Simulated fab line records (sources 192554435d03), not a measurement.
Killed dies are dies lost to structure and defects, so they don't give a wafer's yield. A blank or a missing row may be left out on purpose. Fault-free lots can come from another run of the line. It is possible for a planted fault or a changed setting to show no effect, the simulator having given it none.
A lot that was struck, set against a sound lot + flow n5 finfet + 37 out of 1938 route steps
Sound: these wafers, L759.1, L759.4, L759.6. Wafers struck: L754.3, L754.5, L754.6. The cause comes at the end.
For every step that has rows: the tool of each side, followed by ch and its chambers, followed by its first start. Under that, the readings that differ: sound wafers + struck wafers + difference of the means + sigmas: that difference in standard deviations of wafers without a fault.
alike: readings whose means differ by less than 2 such deviations, and words and numbers that are the same on both sides. not compared: withheld readings, readings that some wafer has no value for, bounds like >300 that may hide the same value, and numbers for which the record gives no deviation and whose values overlap.
Wherever a step has rows on one side only, a row that says differs or no value, or a row with sigmas, the two part there. Numbers that have no deviation but don't overlap get no sigmas and don't part them. A reading that every wafer of one side lacks parts them only if that side has two wafers or more.

first, 9 steps without rows for these wafers: N5_BEOL_M4_ANNEAL_95 (time 240 s); N5_BEOL_M4_SPUTTER_96 (material Cu, target thk 4.5 nm, time 8.29 s); N5_BEOL_M4_ECD_50 (material Cu, target thk 300 nm); N5_BEOL_M4_ANNEAL_51 (time 90 s); N5_BEOL_M4_CMP_52 (polishes, stops on SiOC, t overpolish 6.8 s, target thk 40 nm); N5_BEOL_M4_PRE_CLEAN_60 (time 15 s); N5_BEOL_M4_CO_CAP_55 (material Co, precursor CCTBA/H2, target thk 2 nm, time 102.1 s); N5_BEOL_M4_PRE_CLEAN_56 (time 15 s); N5_BEOL_M4_DEP_57 (deposits SiCN from 3MS/NH3, target thk 8 nm, time 14 s).
N5_BEOL_M4_RC_MEAS_101:
  sound on prober-02 ch 0, day 14 19:55; struck on prober-02 ch 0, day 12 14:17
  alike: DIBL_N, DIBL_P, IOFF_N, IOFF_P, ION_N, ION_P, SS_N, SS_P, VT_N, VT_P
then, 24 steps without rows for these wafers: N5_BEOL_M5_ILD_DEP_00 (deposits SiCOH lowk from DEMS/porogen, target thk 140.64 nm, time 25.9 s); N5_BEOL_M5_CURE_79 (cures SiCOH lowk, time 240 s); N5_BEOL_M5_PECVD_70 (deposits SiO2 from TEOS/O2, target thk 16 nm, time 18 s); N5_BEOL_M5_HM_DEP_02 (deposits TiN, target thk 20 nm); N5_BEOL_M5_COAT_59 (time 60 s, resist thk 60 nm); N5_BEOL_M5_COAT_60 (time 60 s, resist thk 12 nm); N5_BEOL_M5_COAT_71 (time 60 s, resist thk 5 nm); N5_BEOL_M5_COAT_05 (resist thk 30 nm); N5_BEOL_M5_EBR_07; N5_BEOL_M5_SOFTBAKE_06 (time 60 s); N5_BEOL_M5_EXPOSE_08 (exposes mask M5, target cd 28 nm); N5_BEOL_M5_PEB_09 (peb time 60 s); N5_BEOL_M5_DEVELOP_10 (develop time 30 s); N5_BEOL_M5_DESCUM_16 (chemistry O2, time 7 s); N5_BEOL_M5_ETCH_72 (etches underlayer in N2/H2, target depth 6.5 nm, time 5.2 s); N5_BEOL_M5_ETCH_61 (etches SiARC in CF4, target depth 15.6 nm, time 26 s); N5_BEOL_M5_ETCH_62 (etches SOC in N2/H2, target depth 75 nm, overetch 15 nm, time 112.5 s); N5_BEOL_M5_STRIP_63 (strips in N2/H2); N5_BEOL_M5_STRIP_73 (strips in N2/H2); N5_BEOL_M5_STRIP_64 (strips in CF4); N5_BEOL_M5_HM_OPEN_17 (chemistry Cl2/BCl3, target TiN, target depth 20 nm, overetch 6 nm); N5_BEOL_M5_STRIP_19 (strips in O2); N5_BEOL_M5_COAT_65 (time 60 s, resist thk 60 nm); N5_BEOL_M5_COAT_66 (time 60 s, resist thk 12 nm).
N5_BEOL_M7_SPUTTER_48: material Cu, target thk 10 nm, time 1.667 s.
  sound on pvd sputter-01, day 16 05:50; struck on pvd sputter-01, day 14 01:39
  no value came back on the struck wafers for bias v (V), cathode dc power W (W), throttle valve pct (%); on the sound wafers bias v (V) reads 59.9 60.7 59.7
N5_BEOL_M7_CMP_52: polishes, stops on SiCOH lowk, t overpolish 6.9 s, target thk 80 nm.
  sound on cmp-04 ch 0,3, day 16 06:23; struck on cmp-02 ch 0,1,2, day 14 02:14
| reading                | sound    | struck | difference | sigmas |
|------------------------|----------|--------|------------|--------|
| time to endpoint s (s) | 62 72 57 | 0 3 1  | -62        | -15    |
  alike: head pressure psi, motor current A, retaining ring pressure frac, slurry filter dp kPa
-- record jumps: 3 days separate the struck wafers' starts on either side; left off in module BEOL_M7, taken up again in module PASSIVATION, whose first shown step is the route's number 1936 --
N5_PASSIVATION_PROBE_49:
  sound on prober-01, day 19 01:07; struck on prober-02, day 17 02:49
| reading                  | sound          | struck         | difference | sigmas      |
|--------------------------|----------------|----------------|------------|-------------|
| defect limited yield (%) | 92.0 91.8 91.0 | 0 0 0          | -92        | -61         |
| killed_at_M4_up          | 15 14 10       | 1073 1069 1097 | +1067      | +99 or more |
| killed dies              | 94 97 106      | 1180 1180 1180 | +1081      | +60         |
| killed on rim            | 18 9 18        | 152 152 152    | +137       | +37         |
| sort_bin_5_function (%)  | 4.7 5.1 5.9    | 96.4 95.8 96.4 | +91.0      | +91         |
| sort n pass              | 1086 1083 1074 | 0 0 0          | -1081      | -60         |
| sort yield pct (%)       | 92.0 91.8 91.0 | 0 0 0          | -92        | -61         |
  alike: killed_at_M0_to_M3, killed at contacts, killed at front end, killed at other, killed open, killed short, sort_bin_6_memory

WHERE THEY PART
First at N5_BEOL_M7_SPUTTER_48; last, within this record, at N5_PASSIVATION_PROBE_49.

WHY: whatever the simulator had introduced
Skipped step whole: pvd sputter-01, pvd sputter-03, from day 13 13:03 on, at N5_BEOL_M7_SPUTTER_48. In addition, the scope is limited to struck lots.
